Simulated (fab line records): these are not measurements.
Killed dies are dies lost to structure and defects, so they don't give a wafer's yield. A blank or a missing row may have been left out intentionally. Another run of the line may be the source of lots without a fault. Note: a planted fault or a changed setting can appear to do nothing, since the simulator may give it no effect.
Matching of chambers || flow n5Finfet || rieDiel-02 running N5_HKMG_FIN_ETCH_55: 4 sister chambers
The step etches SOC in N2/H2, target depth 240 nm, time 300 s. 4 wafers are shown with their chamber, then 7 later ones without.

WAFERS, EACH WITH ITS CHAMBER
{"wafer": "L083.2", "chamber": 2, "showerheadPlenumPTorr (Torr)": 2.65}
{"wafer": "L083.5", "chamber": 3, "showerheadPlenumPTorr (Torr)": 2.51}
{"wafer": "L086.2", "chamber": 1, "showerheadPlenumPTorr (Torr)": 2.41}
{"wafer": "L086.3", "chamber": 0, "showerheadPlenumPTorr (Torr)": 2.62}

WAFERS WITHOUT THEIR CHAMBER
{"wafer": "L086.6", "showerheadPlenumPTorr (Torr)": 2.41}
{"wafer": "L092.1", "showerheadPlenumPTorr (Torr)": 2.50}
{"wafer": "L092.2", "showerheadPlenumPTorr (Torr)": 2.41}
{"wafer": "L092.3", "showerheadPlenumPTorr (Torr)": 2.61}
{"wafer": "L093.2", "showerheadPlenumPTorr (Torr)": 2.50}
{"wafer": "L093.4", "showerheadPlenumPTorr (Torr)": 2.41}
{"wafer": "L093.5", "showerheadPlenumPTorr (Torr)": 2.50}

CHAMBER TAKEN BY EACH
{"wafer": "L086.6", "from the rows above": 1, "in truth": 1}
{"wafer": "L092.1", "from the rows above": 3, "in truth": 3}
{"wafer": "L092.2", "from the rows above": 1, "in truth": 1}
{"wafer": "L092.3", "from the rows above": 0, "in truth": 0}
{"wafer": "L093.2", "from the rows above": 3, "in truth": 3}
{"wafer": "L093.4", "from the rows above": 1, "in truth": 1}
{"wafer": "L093.5", "from the rows above": 3, "in truth": 3}
Correct placement for 7 of the 7. Can't be placed from these rows: 0. Number placed wrongly: 0.
How it was worked out, from the rows above alone: a wafer's distance from a chamber is the root of the sum, over the readings, of the square of ((its reading less the chamber's mean) divided by the reading's scatter). If the next closest chamber is less than 2 further off than the closest, the wafer can't be placed; otherwise it belongs to the closest. The mean given for a chamber averages the wafers shown for that chamber. The scatter: root of mean squared gap, hidden wafer to nearest shown wafer, with one shown wafer a chamber.
